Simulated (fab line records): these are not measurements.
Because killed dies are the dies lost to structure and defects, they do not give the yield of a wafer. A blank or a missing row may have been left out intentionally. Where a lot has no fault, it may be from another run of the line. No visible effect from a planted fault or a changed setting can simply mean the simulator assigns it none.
Split-lot study :: flow n5Finfet :: 21 wafers read from 7 lots, route of 1938 steps

## THE SPLIT ITSELF
At N5_BEOL_M10_TRENCH_ETCH_37 (etches SiCOH lowk in C4F6/O2, target depth 148.83 nm, time 48 s), the setting biasW was moved away from the recipe's 185 W on 11 of the 21 wafers read, by -12.8% to +14.4%. This setting was run at the recipe's value on the other wafers.

## FROM THE SPLIT TO THE READING: what the file shows between them, 2 steps
- N5_BEOL_M10_ETCH_41: etches SiCN in CH3F/O2, target depth 42.6 nm, time 86 s (also split here: sourceW)
- N5_BEOL_M10_STRIP_77: strips in N2/H2, time 10 s

## THE READING
trenchDepthNm, in nm, at N5_BEOL_M10_OCD_MEAS_38. Typical for fault-free wafers on this fab line: 149.6 nm, with standard deviation 3 nm.

wafer: L078.1
tool, chamber at the split: rieDiel-03, 2
biasW as run, W: 185
against the recipe: recipe
trenchDepthNm, nm: 147.5
against lot-mates on the recipe: -

wafer: L078.3
tool, chamber at the split: rieDiel-03, 3
biasW as run, W: 185
against the recipe: recipe
trenchDepthNm, nm: 148.0
against lot-mates on the recipe: -

wafer: L078.5
tool, chamber at the split: rieDiel-03, 3
biasW as run, W: 185
against the recipe: recipe
trenchDepthNm, nm: 148.8
against lot-mates on the recipe: -

wafer: L077.1
tool, chamber at the split: rieDiel-03, 2
biasW as run, W: 211.7
against the recipe: +14.4%
trenchDepthNm, nm: 151.7
against lot-mates on the recipe: +6.8

wafer: L077.3
tool, chamber at the split: rieDiel-03, 0
biasW as run, W: 211.7
against the recipe: +14.4%
trenchDepthNm, nm: 161.1
against lot-mates on the recipe: +16.2

wafer: L077.6
tool, chamber at the split: rieDiel-03, 2
biasW as run, W: 185
against the recipe: recipe
trenchDepthNm, nm: 144.9
against lot-mates on the recipe: -

wafer: L079.1
tool, chamber at the split: rieDiel-02, 3
biasW as run, W: 171.9
against the recipe: -7.1%
trenchDepthNm, nm: 143.0
against lot-mates on the recipe: -8.1

wafer: L079.4
tool, chamber at the split: rieDiel-02, 0
biasW as run, W: 185
against the recipe: recipe
trenchDepthNm, nm: 151.1
against lot-mates on the recipe: -

wafer: L079.5
tool, chamber at the split: rieDiel-02, 3
biasW as run, W: 171.9
against the recipe: -7.1%
trenchDepthNm, nm: 143.2
against lot-mates on the recipe: -7.9

wafer: L089.3
tool, chamber at the split: rieDiel-06, 3
biasW as run, W: 185
against the recipe: recipe
trenchDepthNm, nm: 148.0
against lot-mates on the recipe: -

wafer: L089.4
tool, chamber at the split: rieDiel-06, 3
biasW as run, W: 170.2
against the recipe: -8.0%
trenchDepthNm, nm: 143.7
against lot-mates on the recipe: -4.7

wafer: L089.5
tool, chamber at the split: rieDiel-06, 0
biasW as run, W: 185
against the recipe: recipe
trenchDepthNm, nm: 148.7
against lot-mates on the recipe: -

wafer: L088.1
tool, chamber at the split: rieDiel-03, 1
biasW as run, W: 199.9
against the recipe: +8.1%
trenchDepthNm, nm: 156.7
against lot-mates on the recipe: no lot-mate on the recipe

wafer: L088.2
tool, chamber at the split: rieDiel-03, 0
biasW as run, W: 199.9
against the recipe: +8.1%
trenchDepthNm, nm: 158.6
against lot-mates on the recipe: no lot-mate on the recipe

wafer: L088.5
tool, chamber at the split: rieDiel-03, 0
biasW as run, W: 199.9
against the recipe: +8.1%
trenchDepthNm, nm: 160.2
against lot-mates on the recipe: no lot-mate on the recipe

wafer: L090.1
tool, chamber at the split: rieDiel-02, 2
biasW as run, W: 185
against the recipe: recipe
trenchDepthNm, nm: 152.5
against lot-mates on the recipe: -

wafer: L090.5
tool, chamber at the split: rieDiel-02, 0
biasW as run, W: 172.8
against the recipe: -6.6%
trenchDepthNm, nm: 149.0
against lot-mates on the recipe: -3.0

wafer: L090.6
tool, chamber at the split: rieDiel-02, 1
biasW as run, W: 185
against the recipe: recipe
trenchDepthNm, nm: 151.5
against lot-mates on the recipe: -

wafer: L097.3
tool, chamber at the split: rieDiel-03, 0
biasW as run, W: 185
against the recipe: recipe
trenchDepthNm, nm: 152.3
against lot-mates on the recipe: -

wafer: L097.4
tool, chamber at the split: rieDiel-03, 2
biasW as run, W: 161.4
against the recipe: -12.8%
trenchDepthNm, nm: 145.4
against lot-mates on the recipe: -6.9

wafer: L097.5
tool, chamber at the split: rieDiel-03, 3
biasW as run, W: 161.4
against the recipe: -12.8%
trenchDepthNm, nm: 142.0
against lot-mates on the recipe: -10.3

THE FIT
A straight line over all 21 wafers: trenchDepthNm changes by +0.616 nm for each +1% of biasW; r = +0.83; the points scatter about the line by 3.2 nm.
The same after taking each lot's own level away (the mean of its wafers on the recipe; 18 wafers): +0.762 nm for each +1%; r = +0.94; scatter 2.2 nm.
That fit puts the effect of the largest move of biasW on the reading at 11 nm.
The lots' own levels span 144.90 to 152.30 nm, that is 2.5 times the standard deviation above.
Thus the slope moves with the lot-to-lot level: the two fits are different.
Check: for one of the wafers moved furthest among these (+14.4%), held out of the fit, the line's prediction against its lot-mates is +13.2 nm. It came out at +6.8 nm against them.
Tool readings at the split's step, against how far the setting was moved: rfVppV r = +0.95.

## OTHER SPLITS ON THESE WAFERS
These wafers also went through other splits before the reading. Each is held against what the fit with the lots' levels taken away leaves over:
other split on the same wafers: N5_BEOL_M7_HM_DEP_02 targetThkA
wafers away from the commonest value: 4
r with trenchDepthNm (lot level and that fit taken away): -0.25

other split on the same wafers: N5_BEOL_M8_COAT_60 spinRpm
wafers away from the commonest value: 10
r with trenchDepthNm (lot level and that fit taken away): +0.00

other split on the same wafers: N5_BEOL_M9_COAT_63 spinRpm
wafers away from the commonest value: 8
r with trenchDepthNm (lot level and that fit taken away): -0.06

other split on the same wafers: N5_BEOL_M9_COAT_22 spinRpm
wafers away from the commonest value: 7
r with trenchDepthNm (lot level and that fit taken away): +0.32

other split on the same wafers: N5_BEOL_M10_ETCH_41 sourceW
wafers away from the commonest value: 7
r with trenchDepthNm (lot level and that fit taken away): -0.09

## THE WHOLE CHAIN: every reading that the file lists as answering this split, in the file's order
step: N5_BEOL_M10_TRENCH_ETCH_37
what it does: etches SiCOH lowk in C4F6/O2, target depth 148.83 nm, time 48 s
reading: rfVppV
change (the file's fit): +5.56 V for each +1% of the setting
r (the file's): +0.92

step: N5_BEOL_M10_TRENCH_ETCH_37
what it does: etches SiCOH lowk in C4F6/O2, target depth 148.83 nm, time 48 s
reading: BEOL_M10.featureDepthNm (the simulator's own value, which no gauge read)
change (the file's fit): +0.708 nm for each +1% of the setting
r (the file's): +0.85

step: N5_BEOL_M10_OCD_MEAS_38
what it does: 
reading: trenchDepthNm
change (the file's fit): +0.735 nm for each +1% of the setting
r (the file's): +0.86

## THE FILE'S OWN FIT
trenchDepthNm changes by +0.735 nm for each +1% of biasW, r = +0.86.
